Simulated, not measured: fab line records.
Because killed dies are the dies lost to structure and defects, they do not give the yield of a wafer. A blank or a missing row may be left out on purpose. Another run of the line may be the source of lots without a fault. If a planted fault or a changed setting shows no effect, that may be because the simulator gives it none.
A struck lot beside a sound one ; flow nandHarc ; 12 out of 1302 route steps
Sound: wafers L200.1, L200.2, L200.3. Struck: wafers L197.1, L197.5. Last of all comes the cause.
For every step that has rows: the tool of each side, followed by ch and its chambers, followed by its first start. Under that, the readings that differ: sound wafers ; struck wafers ; difference of the means ; sigmas: that difference in standard deviations of wafers without a fault.
alike: readings with means less than 2 such deviations apart, plus words and numbers identical on both sides. not compared: withheld readings, readings lacking a value on some wafer, bounds such as >300 that could conceal the same value, and numbers that have no deviation in the record and whose values overlap.
The two part at a step that has a row with sigmas, a row that says differs or no value, or rows on one side only. When numbers do not overlap yet have no deviation, they are printed without sigmas and do not part them. A reading missing from all wafers of one side parts the sides only when that side holds two or more wafers.

NHARC_A_CHANNEL_FILL_D1_ALD_25: deposits SiOx, target thk 60 nm, pulse time 10 s, ald cycles 600.
  sound on aldHk-04 ch 1,2,3, day 17 15:10; struck on aldHk-01 ch 0,1, day 16 22:51
  alike: heaterPowerW, precursorPulseHeightRel
NHARC_A_CHANNEL_FILL_D1_ETCHBACK_08: etches the open film in C4F8, target depth 220 nm, time 110 s.
  sound: rieDiel-03 ch 1,2,3; struck: rieDiel-08 ch 0
reading;sound;struck;difference;sigmas
oesProductAu (a.u.);0.93 0.93 0.93;1.01 1.00;+0.07;+2
  alike: rfVppV
  not compared: rfHoursCounterH
NHARC_A_CHANNEL_FILL_D1_STRIP_29: strips in O2, time 20 s.
  sound on rieDiel-03 ch 1,2,3, day 17 20:16; struck on rieDiel-08 ch 0,3, day 17 02:43
  alike: drypumpMotorCurrentA, oesProductAu, rfVppV, showerheadPlenumPTorr, throttleValvePct
  not compared: rfHoursCounterH
then, 3 steps without rows for these wafers: NHARC_A_CHANNEL_FILL_D1_PRECLEAN_30 (cleans in dHF, time 30 s); NHARC_A_CHANNEL_FILL_D1_SRD_31; NHARC_A_CHANNEL_FILL_D1_CVD_09 (deposits poly-Si, target thk 150 nm, time 3000 s).
NHARC_A_CHANNEL_FILL_D1_CMP_10: polishes, target thk 150 nm.
  sound on cmp-04 ch 0,1,2, day 18 02:31; struck on cmp-01 ch 1,3, day 17 10:06
  alike: motorCurrentA, timeToEndpointS
then, 1 step without rows for these wafers: NHARC_A_CHANNEL_FILL_D1_SRD_12.
NHARC_A_CHANNEL_FILL_D1_INSPECT_13:
  sound: defectInspect-01 at day 18 02:54; struck: defectInspect-01 at day 17 10:28
  alike: rawDefectCount
NHARC_A_DECK1_JOINT_ETCHBACK_07: etches the open film in HBr, target depth 105 nm, time 26.9 s.
  sound on rieSi-06 ch 0,1,2, day 18 02:58; struck on rieSi-04 ch 1,3, day 17 10:34
reading;sound;struck;difference;sigmas
oesProductAu (a.u.);1.011 1.002 1.006;1.394 1.369;+0.375;+34
  alike: drypumpMotorCurrentA, throttleValvePct
  not compared: rfHoursCounterH
then, 1 step without rows for these wafers: NHARC_A_DECK1_JOINT_ETCH_25 (etches SiO2 in dHF, target depth 0.5 nm).
-- record jumps: 14 days between struck wafers' starts before vs after; left off in module A_DECK1_JOINT, resumes in module END, first step shown is number 1302 of the route --
NHARC_END_SORT_01:
  sound on prober-01 ch 0, day 32 07:52; struck on prober-01 ch 0, day 31 04:20
  alike: killedAtArray, killedAtOther, killedAtPeriphery, killedDies, killedOpen, killedShort

WHERE THEY PART
Earliest at NHARC_A_CHANNEL_FILL_D1_ETCHBACK_08; latest, in this record, at NHARC_A_DECK1_JOINT_ETCHBACK_07. Later steps at which nothing parts them and some readings are alike: NHARC_END_SORT_01.

WHY: what the simulator had put in
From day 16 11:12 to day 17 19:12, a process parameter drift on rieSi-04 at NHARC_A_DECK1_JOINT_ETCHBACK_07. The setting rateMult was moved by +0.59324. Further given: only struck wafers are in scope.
